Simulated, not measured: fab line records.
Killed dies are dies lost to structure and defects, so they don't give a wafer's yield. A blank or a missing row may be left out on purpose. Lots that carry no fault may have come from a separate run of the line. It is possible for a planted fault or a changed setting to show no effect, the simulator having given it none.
Split-lot experiment ; flow n5Finfet ; route with 1938 steps; 7 lots, 21 wafers read

THE SPLIT ITSELF
At N5_BEOL_M1_COAT_67 (time 60 s, resist thk 60 nm), the setting spinRpm was moved away from the recipe's 1500 rpm on 4 of the 21 wafers read, by -10.9% to -4.9%. For the rest of the wafers, this setting stayed at what the recipe calls for.

FROM THE SPLIT TO THE READING: what the file shows between them, 7 steps
- N5_BEOL_M1_COAT_68: time 60 s, resist thk 12 nm
- N5_BEOL_M1_COAT_76: time 60 s, resist thk 5 nm
- N5_BEOL_M1_ALD_98: deposits SiO2, target thk 2.5 nm, pulse time 1 s, co reactant pulse time 1 s
- N5_BEOL_M1_ETCHBACK_99: etches SiO2 in CHF3, target depth 5 nm, time 10.4 s
- N5_BEOL_M1_ETCH_70: etches SOC in N2/H2, target depth 80 nm, overetch 16 nm, time 120 s
- N5_BEOL_M1_STRIP_71: strips in N2/H2
- N5_BEOL_M1_STRIP_78: strips in N2/H2

THE READING
SOC_of_BEOL_M1_COAT_67.thkNm (the simulator's own value, which no gauge read), in nm, at N5_BEOL_M1_VIA_ETCH_34 (etches the open film in C4F6/O2, target depth 67.8 nm, time 64.4 s). The file does not state a usual value for it. Average 52.1 nm, standard deviation 0.15 nm, over the 17 wafers here run with the recipe.

wafer;tool, chamber at the split;spinRpm as run, rpm;against the recipe;SOC_of_BEOL_M1_COAT_67.thkNm, nm;against lot-mates on the recipe
L080.4;lithoTrack-03, 0;1500;recipe;52;-
L080.5;lithoTrack-03, 0;1500;recipe;51.8;-
L080.6;lithoTrack-03, 0;1500;recipe;52.2;-
L083.1;lithoTrack-03, 0;1500;recipe;52.2;-
L083.3;lithoTrack-03, 0;1500;recipe;52;-
L083.4;lithoTrack-03, 0;1427;-4.9%;54.2;+2.1
L082.1;lithoTrack-02, 0;1500;recipe;52.2;-
L082.3;lithoTrack-02, 0;1500;recipe;52;-
L082.4;lithoTrack-02, 0;1500;recipe;52;-
L085.1;lithoTrack-02, 0;1337;-10.9%;55.6;+3.5
L085.2;lithoTrack-02, 0;1500;recipe;52;-
L085.3;lithoTrack-02, 0;1500;recipe;52.2;-
L087.3;lithoTrack-02, 0;1500;recipe;52.4;-
L087.6;lithoTrack-02, 0;1500;recipe;52.4;-
L087.4;lithoTrack-02, 0;1500;recipe;52.2;-
L092.1;lithoTrack-02, 0;1392;-7.2%;54.2;+2.0
L092.4;lithoTrack-02, 0;1500;recipe;52.2;-
L092.5;lithoTrack-02, 0;1392;-7.2%;53.8;+1.6
L093.1;lithoTrack-03, 0;1500;recipe;52;-
L093.6;lithoTrack-03, 0;1500;recipe;52;-
L093.4;lithoTrack-03, 0;1500;recipe;52.2;-

FIT RESULTS
A straight line over all 21 wafers: SOC_of_BEOL_M1_COAT_67.thkNm changes by -0.305 nm for each +1% of spinRpm; r = -0.97; the points scatter about the line by 0.24 nm.
The same after taking each lot's own level away (the mean of its wafers on the recipe; 21 wafers): -0.302 nm for each +1%; r = -0.97; scatter 0.23 nm.
On that fit, the largest move of spinRpm shifts the reading by 3.3 nm.
The span of the lots' own levels, 52.00 to 52.33 nm, comes to 2.2 times the standard deviation stated above.
The two slopes are in agreement: the lot-to-lot level therefore moves the slope only a little.
Check: +3.07 nm against its lot-mates is what the line predicts for one of the wafers moved furthest among these (-10.9%) when that wafer is left out of the fit. It came out at +3.5 nm against them.

FURTHER SPLITS ON THESE WAFERS
Before the reading, these wafers also passed through other splits. Each is held against what the fit with the lots' levels taken away leaves over:
other split on the same wafers;wafers away from the commonest value;r with SOC_of_BEOL_M1_COAT_67.thkNm (lot level and that fit taken away)
N5_GATE_CUT_COAT_27 spinRpm;8;-0.09
N5_GATE_CUT_ETCH_36 cf4FlowSccm;4;+0.09
N5_GATE_CUT_ALD_22 aldCycles;3;-0.29
N5_MOL_CONTACT_COAG_ALD_27 aldCycles;7;-0.07
N5_MOL_CONTACT_COAG_COAT_76 spinRpm;7;+0.02
N5_BEOL_M0_SAQP_COAT_81 spinRpm;5;-0.01
N5_BEOL_M0_SAQP_DEVELOP_13 developTimeS;5;-0.07
N5_BEOL_M1_ETCH_64 sourceW;6;-0.03

THE WHOLE CHAIN: every reading that the file lists as answering this split, in the file's order
step;what it does;reading;change (the file's fit);r (the file's)
N5_BEOL_M1_COAT_67;time 60 s, resist thk 60 nm;SOC_of_BEOL_M1_COAT_67.thkNm (the simulator's own value, which no gauge read);-0.308 nm for each +1% of the setting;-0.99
N5_BEOL_M1_ETCH_70;etches SOC in N2/H2, target depth 80 nm, overetch 16 nm, time 120 s;etch.depthNm (the simulator's own value, which no gauge read);-0.311 nm for each +1% of the setting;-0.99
N5_BEOL_M1_VIA_ETCH_34;etches the open film in C4F6/O2, target depth 67.8 nm, time 64.4 s;SOC_of_BEOL_M1_COAT_67.thkNm (the simulator's own value, which no gauge read);-0.316 nm for each +1% of the setting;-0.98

FILE'S OWN FIT
SOC_of_BEOL_M1_COAT_67.thkNm changes by -0.316 nm for each +1% of spinRpm, r = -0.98.
